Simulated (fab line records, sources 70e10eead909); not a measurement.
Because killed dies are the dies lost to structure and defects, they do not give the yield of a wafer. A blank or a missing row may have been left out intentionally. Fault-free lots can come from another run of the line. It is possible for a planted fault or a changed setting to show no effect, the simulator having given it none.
fab line records	flow nandHarc
record lots=7	wafers=19	lastDay=34
route steps=1302 shown A_CHANNEL_HOLE_D1@454 END@1302
lots that met no fault: from a run of the same line without faults
startH: the number of hours between the record's first day and the start of the first shown wafer of the lot	waitH: hours elapsed since this lot's preceding step	" the same as in the row above	L1.1+2: a single row standing in for several wafers	- no value, or no start given	* or withheld: withheld	< > ~ a bound
route shown NAME@n: a module of which the file shows steps, and the number in the route of the first	usual: average and standard deviation across the fault-free wafers	same: alike in all rows	chamber/n: place in a boat	sites: readings site by site	_std_site: standard deviation across them	_edge_site: inner sites' mean taken away from outer sites' mean	radiusMm: for every site, how far away it sits from the centre of the wafer	mask NAME#n: copy n	behind: the most recent tool/chamber to have shaped the wafer	hold: reason for holding the lot/hours on hold/outcome of the hold	device: whichever transistor did not switch (one of n, p or np)	end of line: the route-end tests of the same wafers	for a step that has no rows: nothing shown but its recipe	killed: at the first sort, the dies lost to defects and structure; wafer yield is something else	map: shows each die of a wafer: x if killed, . if not, _ if none is there
set.NAME: the setting that was run; set.NAME@STEP: the one run at that earlier step	model.NAME: the simulator's own value behind a step, which no gauge read
a table for each step, a row for each wafer; lots at some steps of the route
services: a tool's chamber out of use, with start hour (startH, from the record's first day; less than 0 if before it), hours out, and reason
## steps
# step NHARC_A_CHANNEL_HOLE_D1_COAT_36
# recipe tempC=260	timeS=75
# step NHARC_A_CHANNEL_HOLE_D1_COAT_37
# recipe tempC=225	timeS=65
# step NHARC_A_CHANNEL_HOLE_D1_COAT_04
# recipe spinRpm=1500	resistThkNm=90
# step NHARC_A_CHANNEL_HOLE_D1_SOFTBAKE_05
# recipe tempC=105	timeS=55
# step NHARC_A_CHANNEL_HOLE_D1_EBR_06
# step NHARC_A_CHANNEL_HOLE_D1_EXPOSE_07
# recipe na=1.35	targetCdNm=100	sigmaOuter=0.3	doseMj=59.65	maskId=HOLE_D1
# step NHARC_A_CHANNEL_HOLE_D1_PEB_08
# recipe pebTempC=100	pebTimeS=65
# step NHARC_A_CHANNEL_HOLE_D1_DEVELOP_09
# recipe developTimeS=35	devTempC=23
# step NHARC_A_CHANNEL_HOLE_D1_CD_MEAS_10
# recipe targetCdNm=100	landingEnergyEv=500
# usual cdNm=100.4/0.55
lot.wafer	tool	chamber	startH	waitH	cdNm
L903.2	cdSem-01	0	233.52	-	99.8
L903.3	"	0	"	"	100.5
L903.4	"	0	"	"	101.0
L906.3	cdSem-03	0	260.75	-	101.2
L906.5	"	0	"	"	100.3
L906.6	"	0	"	"	100.8
L912.1	cdSem-02	0	335.52	-	100.5
L912.4	"	0	"	"	100.7
L913.1	cdSem-02	0	336.51	-	100.5
L913.3	"	0	"	"	100.0
L913.4	"	0	"	"	99.8
L914.1	cdSem-01	0	342.21	-	100.8
L914.4	"	0	"	"	100.8
L920.2	cdSem-01	0	397.67	-	100.0
L920.5	"	0	"	"	100.6
L920.6	"	0	"	"	100.0
L921.3	cdSem-02	0	405.73	-	100.0
L921.4	"	0	"	"	99.5
L921.6	"	0	"	"	100.7
# step NHARC_A_CHANNEL_HOLE_D1_OVL_MEAS_11
# usual overlayXNm=0.0/0.67	overlayYNm=0.2/0.66
lot.wafer	tool	chamber	startH	waitH	overlayXNm	overlayYNm
L903.2	overlay-02	-	233.61	-	-0.8	1.6
L903.3	"	-	"	"	0.2	1.6
L903.4	"	-	"	"	0.1	2.2
L906.3	overlay-02	-	260.83	-	0.9	-0.1
L906.5	"	-	"	"	0.9	-0.8
L906.6	"	-	"	"	0.2	-0.7
L912.1	overlay-01	-	335.61	-	0.4	0.6
L912.4	"	-	"	"	0.2	0.7
L913.1	overlay-02	-	336.59	-	0.1	0.5
L913.3	"	-	"	"	-0.4	0.7
L913.4	"	-	"	"	-0.1	0.5
L914.1	overlay-01	-	342.29	-	-0.4	-0.1
L914.4	"	-	"	"	-0.3	0.0
L920.2	overlay-01	-	397.76	-	-0.3	0.8
L920.5	"	-	"	"	-0.5	0.6
L920.6	"	-	"	"	0.1	1.4
L921.3	overlay-01	-	405.81	-	-0.1	0.4
L921.4	"	-	"	"	-0.4	0.3
L921.6	"	-	"	"	-0.5	0.2
# step NHARC_A_CHANNEL_HOLE_D1_INSPECT_12
# usual rawDefectCount=5.9/2.6
lot.wafer	tool	chamber	startH	waitH	rawDefectCount
L903.2	defectInspect-02	-	233.65	0.0	16
L903.3	"	-	"	"	8
L903.4	"	-	"	"	3
L906.3	defectInspect-01	-	260.87	0.0	5
L906.5	"	-	"	"	7
L906.6	"	-	"	"	5
L912.1	defectInspect-02	-	335.65	0.0	9
L912.4	"	-	"	"	10
L913.1	defectInspect-01	-	336.63	0.0	5
L913.3	"	-	"	"	6
L913.4	"	-	"	"	4
L914.1	defectInspect-01	-	342.33	0.0	6
L914.4	"	-	"	"	5
L920.2	defectInspect-01	-	397.79	0.0	6
L920.5	"	-	"	"	1
L920.6	"	-	"	"	3
L921.3	defectInspect-02	-	405.85	0.0	6
L921.4	"	-	"	"	7
L921.6	"	-	"	"	8
# step NHARC_A_CHANNEL_HOLE_D1_DESCUM_15
# recipe timeS=3	o2FlowSccm=200	arFlowSccm=0	biasPowerW=0	chemistry=O2
# usual drypumpMotorCurrentA=5.47/0.23	oesProductAu=1.000/0.0081	rfVppV=57.5/0.83	showerheadPlenumPTorr=1.86/0.075	throttleValvePct=11.311/0.0092
lot.wafer	tool	chamber	startH	waitH	drypumpMotorCurrentA	oesProductAu	rfHoursCounterH	rfVppV	showerheadPlenumPTorr	throttleValvePct
L903.2	rieDiel-13	0	233.72	0.1	5.32	1.008	24	58.5	1.81	11.298
L903.4	"	1	"	"	5.53	0.988	24	57.4	1.87	11.317
L903.3	"	2	"	"	5.64	0.986	21	57.4	1.90	11.307
L906.3	rieDiel-06	2	260.94	0.1	5.55	1.006	9	57.4	1.91	11.309
L906.6	"	1	"	"	5.41	1.006	-	58.4	1.78	11.308
L906.5	"	2	"	"	5.55	1.002	-	57.5	1.91	11.305
L912.1	rieDiel-06	1	335.71	0.1	5.48	0.995	1	58.1	1.78	11.315
L912.4	"	3	"	"	5.53	1.005	1	57.4	1.78	11.301
L913.4	rieDiel-06	0	336.69	0.1	5.16	0.990	1	56.2	1.85	11.307
L913.1	"	1	"	"	5.41	0.988	2	56.8	1.78	11.319
L913.3	"	2	"	"	5.58	0.991	2	58.0	1.91	11.321
L914.4	rieDiel-06	2	342.41	0.1	5.57	0.993	3	57.7	1.91	11.314
L914.1	"	3	"	"	5.49	1.010	2	57.4	1.78	11.311
L920.2	rieDiel-01	2	397.85	0.1	5.97	1.002	2	57.1	2.04	11.299
L920.5	"	2	"	"	5.95	1.010	-	57.2	2.04	11.314
L920.6	"	3	"	"	5.08	1.008	-	58.1	1.89	11.311
L921.4	rieDiel-06	1	405.90	0.1	5.38	0.993	8	58.0	1.77	11.315
L921.3	"	3	"	"	5.49	1.004	8	57.1	1.77	11.319
L921.6	"	2	"	"	5.60	0.993	-	57.5	1.91	11.315
# step NHARC_A_CHANNEL_HOLE_D1_ETCH_38
# recipe targetDepthA=390	overEtchFrac=0.3	timeS=65	ionEnergyEv=80	cf4FlowSccm=150	arFlowSccm=0	rfW=300	biasW=100	chemistry=CF4
# usual drypumpMotorCurrentA=5.45/0.23	oesProductAu=1.001/0.0089	rfVppV=150.5/1.1	showerheadPlenumPTorr=1.72/0.063	throttleValvePct=13.285/0.0098
lot.wafer	tool	chamber	startH	waitH	drypumpMotorCurrentA	oesProductAu	rfHoursCounterH	rfVppV	showerheadPlenumPTorr	throttleValvePct
L903.3	rieDiel-13	2	233.80	0.1	5.65	0.983	21	153.1	1.76	13.284
L903.2	"	3	"	"	5.67	0.996	22	152.3	1.75	13.283
L903.4	"	0	"	"	5.29	0.998	24	149.3	1.68	13.296
L906.3	rieDiel-06	0	261.01	0.1	5.16	1.015	9	149.2	1.71	13.296
L906.6	"	0	"	"	5.18	1.018	-	149.4	1.71	13.296
L906.5	"	1	"	"	5.45	1.009	-	148.6	1.65	13.283
L912.4	rieDiel-06	3	335.81	0.1	5.52	0.817	1	148.5	1.65	13.285
L912.1	"	0	"	"	5.15	0.814	1	152.0	1.71	13.297
L913.1	rieDiel-06	3	336.78	0.1	5.48	0.824	2	149.2	1.65	13.277
L913.4	"	0	"	"	5.14	0.822	1	149.2	1.71	13.291
L913.3	"	1	"	"	5.46	0.990	2	150.2	1.65	13.287
L914.1	rieDiel-06	0	342.49	0.1	5.15	0.816	2	150.8	1.71	13.273
L914.4	"	2	"	"	5.57	0.817	3	152.9	1.77	13.271
L920.2	rieDiel-01	2	397.97	0.1	5.94	1.009	2	152.4	1.88	13.278
L920.6	"	3	"	"	5.08	1.009	-	151.4	1.75	13.296
L920.5	"	0	"	"	5.37	1.001	-	150.8	1.78	13.292
L921.4	rieDiel-06	3	406.00	0.1	5.50	1.022	8	150.5	1.65	13.280
L921.3	"	0	"	"	5.18	0.989	8	151.1	1.71	13.294
L921.6	"	1	"	"	5.44	1.003	-	149.2	1.65	13.285
# step NHARC_A_CHANNEL_HOLE_D1_ETCH_39
# recipe targetDepthA=2600	overEtchFrac=0.3	timeS=325	ionEnergyEv=200	n2FlowSccm=150	h2FlowSccm=150	arFlowSccm=0	rfW=400	biasW=150	chemistry=N2/H2
# usual drypumpMotorCurrentA=5.44/0.22	oesProductAu=0.999/0.0094	rfVppV=428.7/2.4	showerheadPlenumPTorr=1.97/0.077	throttleValvePct=14.172/0.0087
lot.wafer	tool	chamber	startH	waitH	drypumpMotorCurrentA	oesProductAu	rfHoursCounterH	rfVppV	showerheadPlenumPTorr	throttleValvePct
L903.4	rieDiel-13	2	-	-	5.65	0.999	21	429.0	2.03	14.187
L903.2	"	0	"	"	5.29	1.006	24	426.9	1.93	14.164
L903.3	"	1	"	"	5.55	0.988	24	430.4	1.99	14.163
L906.3	rieDiel-06	1	-	-	5.45	1.009	10	426.9	1.89	14.178
L906.6	"	0	"	"	5.16	1.014	-	430.2	1.97	14.172
L906.5	"	1	"	"	5.42	1.009	-	425.5	1.89	14.176
L912.4	rieDiel-06	1	-	-	5.49	0.987	1	425.6	1.89	14.168
L912.1	"	3	"	"	5.48	0.991	1	427.6	1.89	14.174
L913.1	rieDiel-06	0	-	-	5.13	0.997	2	429.3	1.96	14.163
L913.3	"	1	"	"	5.40	0.990	2	424.7	1.89	14.177
L913.4	"	2	"	"	5.58	1.000	2	431.4	2.04	14.176
L914.4	rieDiel-06	3	-	-	5.52	1.002	2	424.8	1.89	14.180
L914.1	"	1	"	"	5.46	0.992	3	427.8	1.89	14.173
L920.2	rieDiel-01	3	-	-	5.06	1.003	2	429.9	2.02	14.169
L920.6	"	0	"	"	5.39	1.001	-	431.4	2.05	14.173
L920.5	"	2	"	"	5.94	1.012	-	434.2	2.18	14.173
L921.3	rieDiel-06	0	-	-	5.19	0.999	8	428.2	1.96	14.177
L921.4	"	2	"	"	5.57	0.990	9	429.7	2.04	14.159
L921.6	"	1	"	"	5.41	0.994	-	426.4	1.89	14.182
# step NHARC_END_SORT_01
# recipe tempC=25
# usual killedAtArray=59/24	killedAtOther=0.7/1.2	killedAtPeriphery=3.5/2.6	killedDies=63/24	killedOpen=3.2/2.1	killedShort=2.4/1.5
# same grossDies=677
lot.wafer	tool	chamber	startH	waitH	killedAtArray	killedAtOther	killedAtPeriphery	killedDies	killedOpen	killedShort
L913.1	prober-01	0	707.84	2.5	433	0	7	440	2	4
L913.3	prober-01	0	709.46	3.1	37	0	8	45	5	3
L913.4	prober-01	0	710.27	3.4	510	0	3	513	1	3
# killed by level:class
L913.1 A_CHANNEL_HOLE_D1:areaEtch=384 A_CHANNEL_HOLE_D2:chamberFilmFlake=24 A_CONTACT:chamberFilmFlake=9 A_SLIT:chamberFilmFlake=4 A_CHANNEL_HOLE_D1:chamberFilmFlake=3 A_ONON_D1:geometricParticle:short=2 P_STI:chamberFilmFlake=2 P_GATE:chamberFilmFlake=2
L913.3 A_CHANNEL_HOLE_D2:chamberFilmFlake=18 A_CHANNEL_HOLE_D1:chamberFilmFlake=4 P_GATE:chamberFilmFlake=3 A_ZERO_WELL:chamberFilmFlake=3 A_M0:geometricParticle:open=2 P_ZERO_WELL:chamberFilmFlake=2 A_SLIT:chamberFilmFlake=2 A_CONTACT:chamberFilmFlake=2
L913.4 A_CHANNEL_HOLE_D1:areaEtch=457 A_CHANNEL_HOLE_D2:chamberFilmFlake=27 A_CONTACT:chamberFilmFlake=9 A_STAIRCASE:chamberFilmFlake=4 A_CHANNEL_HOLE_D1:chamberFilmFlake=3 A_SLIT:chamberFilmFlake=3 A_CHANNEL_HOLE_D1:geometricParticle:short=1 A_CHANNEL_FILL_D1:geometricParticle:short=1
# map L913.4 (x killed, . not)
____________x____________
_________......._________
_______....x......_______
______.....x.x.x...______
_____x...........x.._____
____..x..xx..x.x.....____
____..x.xx.xxxxxxx..x____
___...xxxxxxx.xxx..x..___
___xx.x.xxxxxxxxx....x___
__...xxxxxx.xxxxx..xxx.__
__.x.xxxxxxxx.xxx.xxx.x__
_..x..xxxxxx.xxxxxxx.x.._
_..x..xxxxxxxxxxx.xxxx.x_
_xx.xxxxx.xxxxxxxxxxxx.._
_.xx.xxxxxxxxxxxxxxx.xx._
_x.xxxxxxxxxxxxxxxxxxxxx_
..xxxxxxxxxxxxxxxxx..xx..
xxxxx.xxxxxxxxxxxxx.x.x.x
x.xx.xxxxxxxxxxxxxxxx..x.
..x..xxxxxxxxxxx.xxxxx...
.x.xxx.xxxxxxxxxxxxxxxxxx
_.xxxxxxxxxx.xxx.xxxxxxx_
_xxxx.xxxxxxxxxxxxxxxx.._
_xxxxxxxxxxxxxxxx.xxx..x_
_..x.xxxxxxxxxxx.xxxxxxx_
_xxxxxxxxxxxxxxxxxxxxxx._
__xxxxxxxxxxxxxxxxxxx.x__
__xxxxxxxxxxxx..xxxxxxx__
___xxxxxxxxxxxxxxxxxxx___
___xxxxxxxxxxxxxxxxxxx___
____x.xxxxxxxxxxxxx.x____
____xxxxxxxxxxxxxxxxx____
_____.x.xx..xx.xxxx._____
______.xx.xxxx.xx.x______
_______xxxxxxxxxxx_______
_________xxxx.xx_________
____________.____________
# map L906.5 (x killed, . not)
____________.____________
_________......._________
_______..........._______
______.............______
_____..............._____
____.................____
____.....xxx.x.......____
___...x.xxx...........___
___...xxxxx....x.x....___
__....xxxxx..x.xx.x....__
__....xxx.xx...xxx..x..__
_....xxxxxxxxxxxxxx....._
_.....xxxxxx..xxx..x...._
_....xxxxx...xxxxxxx...._
_.......x..x..xxx......._
_.....x...xx.x.x........_
.........x......xx.......
.........................
.........................
........................x
.........................
_......................._
_......................._
_........x.............._
_......................._
_......................._
__.....................__
__.....................__
___...................___
___.................x.___
____.................____
____.................____
_____..............._____
______.............______
_______..........._______
_________......._________
____________.____________
## services
tool	chamber	startH	hours	kind
rieDiel-06	0	212.70	-	clean
rieDiel-06	1	212.70	-	clean
rieDiel-06	2	212.70	-	clean
rieDiel-06	3	212.70	-	clean
rieDiel-06	0	237.20	-	clean
rieDiel-06	1	237.20	-	clean
rieDiel-06	2	237.20	-	clean
rieDiel-06	3	237.20	-	clean
rieDiel-01	3	250.72	2.8	repair
rieDiel-06	0	261.75	-	clean
rieDiel-06	1	261.75	-	clean
rieDiel-06	3	262.29	2.4	repair
rieDiel-01	0	280.65	21.0	repair
rieDiel-13	-	288.69	1.4	repair
rieDiel-06	2	298.93	3.7	repair
rieDiel-06	-	307.20	9.0	pm
rieDiel-01	2	318.76	8.3	repair
rieDiel-13	-	342.18	9.0	pm
rieDiel-13	2	353.03	8.5	repair
rieDiel-13	3	356.16	5.9	repair
rieDiel-13	-	362.98	1.1	repair
rieDiel-01	1	370.55	30.6	repair
rieDiel-01	-	380.95	9.0	pm
rieDiel-06	-	396.98	0.8	repair
## key
firstSign step=NHARC_A_CHANNEL_HOLE_D1_ETCH_38	reading=oesProductAu	direction=down	sigmas=20	usual=1.001	struck=0.818
effect step=NHARC_END_SORT_01	reading=killedDies	direction=up	sigmas=17	usual=63	struck=476
moreKillsBornAt NHARC_A_CHANNEL_HOLE_D1_ETCH_38@rieDiel-06=841
metAt NHARC_A_CHANNEL_HOLE_D1_ETCH_38
struckWafers L912.1,L912.4,L913.1,L913.4,L914.1,L914.4
laterRowsLeftOut L912.1,L912.4,L913.1,L913.4,L914.1,L914.4
sortLeftOut L912.1,L912.4,L914.1,L914.4
testerLeftOut L912,L913,L914
onsetBetween 261.01 335.81
fault kind=processParameterDrift	tool=rieDiel-06	chamber=-	onsetH=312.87	steps=NHARC_A_CHANNEL_HOLE_D1_ETCH_38	channel=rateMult	offset=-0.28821	shape=step	endH=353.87	scope=struckWafersOnly
# testerLeftOut: of these lots the tester's yield and bins aren't shown, on N5 and GAA mostly nor the transistor test; their killed dies are dies lost to structure and defects alone, not to doping, threshold or leakage, so they don't give the yield
# sortLeftOut: the simulated sort isn't trusted on such a fault, so these wafers' sort isn't shown, and their yield isn't known
# laterRowsLeftOut: the simulator's readings of these wafers behind a module that went badly wrong aren't trusted and aren't shown, but for the sort
